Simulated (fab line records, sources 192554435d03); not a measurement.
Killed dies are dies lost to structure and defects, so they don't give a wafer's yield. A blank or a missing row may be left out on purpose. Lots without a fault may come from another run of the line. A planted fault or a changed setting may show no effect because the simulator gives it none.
Which tool did it? | flow n5_finfet | 10 lots, 28 wafers sampled, at 6 steps of a route of 1938

WHAT THE GAUGES READ, wafer by wafer
N5_STI_FIN_REVEAL_FIN_H_MEAS_10.
lot  | measured    | on     | trench_depth_nm (nm)
L953 | day 2 13:17 | ocd-01 | 51.9 52.1
L954 | day 2 23:19 | ocd-02 | 53.9 52.5 52.7
L956 | day 3 06:52 | ocd-02 | 51.9 52.0 51.9
L957 | day 3 14:29 | ocd-02 | 52.1 53.3 51.4
L960 | day 4 06:54 | ocd-02 | 52.6 51.5
L965 | day 5 15:28 | ocd-02 | 52.9 53.1 53.3
L966 | day 5 19:30 | ocd-02 | 52.8 52.9 53.2
L971 | day 7 01:16 | ocd-01 | 53.1 51.6 52.0
L974 | day 7 18:13 | ocd-01 | 52.9 52.9 52.8
L976 | day 8 07:19 | ocd-02 | 51.4 51.1 50.1

N5_STI_FIN_REVEAL_INSPECT_13: inspects for defects (darkfield).
lot  | measured    | on                | raw_defect_count
L953 | day 2 13:22 | defect_inspect-01 | 22 12
L954 | day 2 23:24 | defect_inspect-02 | 7 8 19
L956 | day 3 06:57 | defect_inspect-02 | 22 14 7
L957 | day 3 14:35 | defect_inspect-02 | 21 2 4
L960 | day 4 06:59 | defect_inspect-02 | 10 10
L965 | day 5 15:33 | defect_inspect-02 | 13 6 8
L966 | day 5 19:35 | defect_inspect-02 | 10 15 23
L971 | day 7 01:22 | defect_inspect-02 | 582 13 586
L974 | day 7 18:18 | defect_inspect-02 | 8 4 595
L976 | day 8 07:24 | defect_inspect-01 | 5 12 11

N5_BEOL_M4_RC_MEAS_101.
lot  | measured     | on        | DIBL_N (mV/V)  | DIBL_P (mV/V)  | IOFF_N (nA/um)    | IOFF_P (nA/um) | ION_N (uA/um) | ION_P (uA/um) | SS_N (mV/dec)  | SS_P (mV/dec)  | VT_N (mV)   | VT_P (mV)
L953 | day 7 20:53  | prober-01 | 40.7 39.1      | 40.5 38.7      | 0.246 0.186       | 0.30 0.25      | 688 671       | 472 466       | 71.9 72.2      | 73.7 74.2      | 243 247     | -246 -248
L954 | day 8 00:02  | prober-02 | 35.3 36.1 36.5 | 35.1 35.6 36.0 | 0.145 0.159 0.167 | 0.20 0.21 0.22 | 682 679 675   | 464 471 462   | 70.8 70.7 70.7 | 72.4 72.5 72.9 | 250 248 249 | -248 -247 -251
L956 | day 9 01:31  | prober-01 | 37.0 38.2 39.1 | 35.5 37.4 37.2 | 0.146 0.175 0.185 | 0.23 0.26 0.27 | 678 678 683   | 464 474 467   | 71.7 71.3 72.3 | 72.9 73.4 73.3 | 249 247 247 | -247 -245 -243
L957 | day 9 08:10  | prober-01 | 33.3 34.5 34.5 | 33.7 34.8 33.9 | 0.114 0.136 0.139 | 0.15 0.17 0.16 | 660 679 669   | 456 470 457   | 70.6 70.5 71.2 | 72.6 72.8 73.1 | 256 255 252 | -255 -252 -254
L960 | day 9 17:41  | prober-01 | 37.7 35.0      | 40.4 36.8      | 0.219 0.160       | 0.27 0.20      | 702 675       | 478 459       | 71.6 71.2      | 74.7 72.7      | 243 250     | -248 -252
L965 | day 11 00:25 | prober-02 | 37.0 35.0 35.2 | 34.4 33.2 32.7 | 0.143 0.127 0.130 | 0.18 0.17 0.16 | 663 668 673   | 460 463 459   | 71.6 70.7 71.0 | 73.0 72.5 72.9 | 253 253 254 | -253 -256 -257
L966 | day 11 02:11 | prober-01 | 37.0 36.2 37.1 | 36.9 37.5 37.5 | 0.165 0.169 0.171 | 0.19 0.20 0.20 | 680 685 691   | 460 469 471   | 72.2 71.6 72.1 | 73.3 73.2 74.1 | 249 251 249 | -254 -252 -256
L971 | day 12 16:37 | prober-01 | 37.2 36.1 34.9 | 37.2 36.7 35.5 | 0.156 0.142 0.133 | 0.20 0.19 0.18 | 675 666 673   | 459 457 463   | 71.4 71.4 71.2 | 73.1 73.5 72.8 | 252 254 252 | -251 -251 -251
L974 | day 13 12:34 | prober-02 | 34.3 34.8 34.5 | 34.8 35.1 34.4 | 0.135 0.150 0.128 | 0.20 0.20 0.18 | 665 670 665   | 463 464 462   | 71.1 71.4 70.9 | 73.0 73.5 73.1 | 251 250 253 | -249 -247 -252
L976 | day 13 21:29 | prober-02 | 36.5 35.6 36.0 | 36.4 35.2 35.8 | 0.155 0.144 0.139 | 0.19 0.16 0.17 | 671 678 670   | 453 456 452   | 72.0 71.4 71.6 | 73.5 73.4 73.5 | 250 251 249 | -254 -257 -253

WHICH TOOL RAN EACH LOT (tool, then ch and the chambers of the sampled wafers, then the start)
lot  | N5_STI_FIN_REVEAL_ETCHBACK_08     | N5_STI_FIN_REVEAL_ETCH_34       | N5_STI_FIN_REVEAL_OXIDATION_33
L953 | rie_diel-03 ch 1,2, day 2 09:48   | rie_si-04 ch 0,1, day 2 12:41   | plasma_asher-01 ch 0,1, day 2 13:05
L954 | rie_diel-02 ch 1,2,3, day 2 18:44 | rie_si-04 ch 1,2,3, day 2 22:42 | plasma_asher-01 ch 0, day 2 23:07
L956 | rie_diel-06 ch 0,2, day 3 03:54   | rie_si-02 ch 0,1,2, day 3 06:15 | plasma_asher-01 ch 0,1, day 3 06:40
L957 | rie_diel-03 ch 0,1,3, day 3 09:54 | rie_si-06 ch 1,2,3, day 3 13:50 | plasma_asher-02 ch 0,1, day 3 14:17
L960 | rie_diel-03 ch 0,3, day 4 03:56   | rie_si-06 ch 0,2, day 4 06:17   | plasma_asher-02 ch 0,1, day 4 06:43
L965 | rie_diel-02 ch 0,1, day 5 12:18   | rie_si-06 ch 1,3, day 5 14:51   | plasma_asher-02 ch 0,1, day 5 15:16
L966 | rie_diel-06 ch 1,2, day 5 16:31   | rie_si-04 ch 0,1,2, day 5 18:53 | plasma_asher-01 ch 0,1, day 5 19:19
L971 | rie_diel-06 ch 0,1, day 6 21:47   | rie_si-02 ch 0,1,3, day 7 00:40 | plasma_asher-02 ch 0,1, day 7 01:04
L974 | rie_diel-06 ch 0,1, day 7 15:16   | rie_si-04 ch 1,2, day 7 17:37   | plasma_asher-02 ch 0,1, day 7 18:02
L976 | rie_diel-02 ch 1,2,3, day 8 04:18 | rie_si-06 ch 1,2,3, day 8 06:42 | plasma_asher-02 ch 0,1, day 8 07:07
- N5_STI_FIN_REVEAL_ETCHBACK_08: etches SiO2 in C4F6/O2, target depth 30.5 nm, time 10.167 s.
- N5_STI_FIN_REVEAL_ETCH_34: etches Si in H2, material Si, target depth 0.97 nm.
- N5_STI_FIN_REVEAL_OXIDATION_33: chemistry O2 PLASMA REMOTE, time 20 s.

WHAT THE TOOLS THEMSELVES READ (means of the sampled wafers that have a number; where no wafer has one, the mark that the record gives instead)
N5_STI_FIN_REVEAL_ETCHBACK_08.
lot  | tool        | drypump_motor_current_A (A) | oes_product_au (a.u.) | rf_vpp_V (V) | showerhead_plenum_p_Torr (Torr) | throttle_valve_pct (%)
L953 | rie_diel-03 | 5.5                         | 0.69                  | 638          | 2.68                            | 21.4
L954 | rie_diel-02 | 5.4                         | 0.77                  | 670          | 2.89                            | 21.0
L956 | rie_diel-06 | 5.8                         | 0.87                  | 678          | 2.98                            | 20.8
L957 | rie_diel-03 | 5.8                         | 0.84                  | 664          | 2.83                            | 21.2
L960 | rie_diel-03 | 5.9                         | 0.90                  | 678          | 2.91                            | 21.2
L965 | rie_diel-02 | 6.2                         | 0.91                  | 668          | 2.85                            | 21.3
L966 | rie_diel-06 | 5.4                         | 0.89                  | 665          | 2.86                            | 20.8
L971 | rie_diel-06 | 6.1                         | 0.82                  | 669          | 2.83                            | 20.9
L974 | rie_diel-06 | 6.1                         | 0.84                  | 676          | 2.91                            | 20.8
L976 | rie_diel-02 | 5.4                         | 0.72                  | 669          | 2.87                            | 21.1

N5_STI_FIN_REVEAL_ETCH_34.
lot  | tool      | drypump_motor_current_A (A) | oes_product_au (a.u.) | throttle_valve_pct (%)
L953 | rie_si-04 | 5.2                         | 1.017                 | 25.0
L954 | rie_si-04 | 5.9                         | 1.009                 | 25.3
L956 | rie_si-02 | 6.0                         | 1.018                 | 25.7
L957 | rie_si-06 | 5.9                         | 0.993                 | 26.0
L960 | rie_si-06 | 6.2                         | 0.990                 | 25.6
L965 | rie_si-06 | 5.7                         | 0.987                 | 26.2
L966 | rie_si-04 | 5.4                         | 1.014                 | 25.1
L971 | rie_si-02 | 6.0                         | 1.023                 | 25.7
L974 | rie_si-04 | 5.7                         | 1.003                 | 25.4
L976 | rie_si-06 | 5.9                         | 1.000                 | 26.0

N5_STI_FIN_REVEAL_OXIDATION_33.
lot  | tool            | drypump_motor_current_A (A) | heater_power_w (W)
L953 | plasma_asher-01 | 5.30                        | 158
L954 | plasma_asher-01 | 5.28                        | 161
L956 | plasma_asher-01 | 5.30                        | 159
L957 | plasma_asher-02 | 5.86                        | 139
L960 | plasma_asher-02 | 5.90                        | 136
L965 | plasma_asher-02 | 5.86                        | 141
L966 | plasma_asher-01 | 5.29                        | 158
L971 | plasma_asher-02 | 5.93                        | 130
L974 | plasma_asher-02 | 5.85                        | 140
L976 | plasma_asher-02 | 5.86                        | 140

THE ANSWER, worked out from the rows above alone
Rule: what is usual is taken from the lots themselves. Put in order of their means at a reading, lots are off if they are a third of the lots or fewer, leave a main group of 4 or more, and stand apart from it by a gap of 3 or more times the standard deviation of the main group's means; of several such gaps the widest counts. A main group whose means are all the same, to the digits that the tables above print for the reading, isn't used. A lot without any number at a reading at which 4 lots or more have one is off too. The other lots that the step has rows for count as sound. The gauges are gone through in route order, then the tools' own readings, and for those a lot's mean is taken as printed above. The first step at which some lot is off is used, and at that step the reading that is off furthest; a lot without a number counts as furthest.
Off: L971, L974, at N5_STI_FIN_REVEAL_INSPECT_13 (raw_defect_count). The main group: mean 12, standard deviation 3.1.
A tool fits if, at a process step before that reading, it ran every lot that is off, and no sound lot after the first of them. The gauges at N5_STI_FIN_REVEAL_INSPECT_13 are tried like those tools. Can't be told from this: 2 tools fit, rie_diel-06 at N5_STI_FIN_REVEAL_ETCHBACK_08, defect_inspect-02 at N5_STI_FIN_REVEAL_INSPECT_13.

WHAT THE SIMULATOR HAD PUT IN
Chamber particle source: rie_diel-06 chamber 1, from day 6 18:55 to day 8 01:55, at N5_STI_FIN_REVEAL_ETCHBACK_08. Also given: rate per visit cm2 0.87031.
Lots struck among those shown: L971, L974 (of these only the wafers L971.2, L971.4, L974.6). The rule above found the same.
